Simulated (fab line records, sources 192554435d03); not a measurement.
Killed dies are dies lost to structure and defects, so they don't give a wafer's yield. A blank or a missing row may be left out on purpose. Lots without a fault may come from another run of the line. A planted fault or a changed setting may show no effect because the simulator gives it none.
One fault seen from 2 desks | flow n5_finfet | each desk has only its own numbers; what lay behind them comes last

THE TOOL OWNER'S DESK: pvd_sputter-01
The tool's own readings at N5_BEOL_M12_SPUTTER_43 (material TaN, target thk 15 nm, time 24.19 s): means of the sampled wafers that have a number, for each lot that ran on this tool. A lot is out of limits, marked OUT, if its mean lies more than 4 standard deviations from the usual mean; the brackets give that distance.
Columns: A = throttle_valve_pct at N5_BEOL_M12_SPUTTER_43, usual 30.1 %
lot  | first seen here | A
L637 | day 12 20:18    | 29.5
L641 | day 13 21:11    | 30.3
L645 | day 15 06:31    | 29.5
L649 | day 15 17:32    | 30.2
L648 | day 15 23:41    | 31.0
L650 | day 16 14:57    | 29.5
This desk's finding: nothing out of limits on any of the 6 lots.

THE METROLOGY DESK
What the gauges read, lot by lot, whatever tool the lot ran on: means of the sampled wafers that have a number. A lot is out of limits, marked OUT, if its mean lies more than 4 standard deviations from the usual mean; the brackets give that distance.
Columns: A = M12_RS at N5_BEOL_M12_RS_MEAS_54, usual 0.0601 ohm/sq
lot  | first seen here | A
L636 | day 12 17:24    | 0.0613
L637 | day 12 21:26    | 0.0608
L641 | day 13 22:19    | 0.0591
L642 | day 14 05:47    | 0.0608
L643 | day 14 06:27    | 0.0593
L644 | day 14 14:17    | 0.0597
L645 | day 15 07:40    | 0.0595
L646 | day 15 12:53    | 0.0595
L649 | day 15 18:41    | 0.0602
L648 | day 16 00:50    | 0.0598
L650 | day 16 16:46    | 0.0605
L656 | day 18 13:07    | 0.0605
This desk's finding: nothing out of limits on any of the 12 lots.

PUT TOGETHER
The tool owner's desk saw nothing out of limits.
The metrology desk saw nothing out of limits.

WHAT THE SIMULATOR HAD PUT IN
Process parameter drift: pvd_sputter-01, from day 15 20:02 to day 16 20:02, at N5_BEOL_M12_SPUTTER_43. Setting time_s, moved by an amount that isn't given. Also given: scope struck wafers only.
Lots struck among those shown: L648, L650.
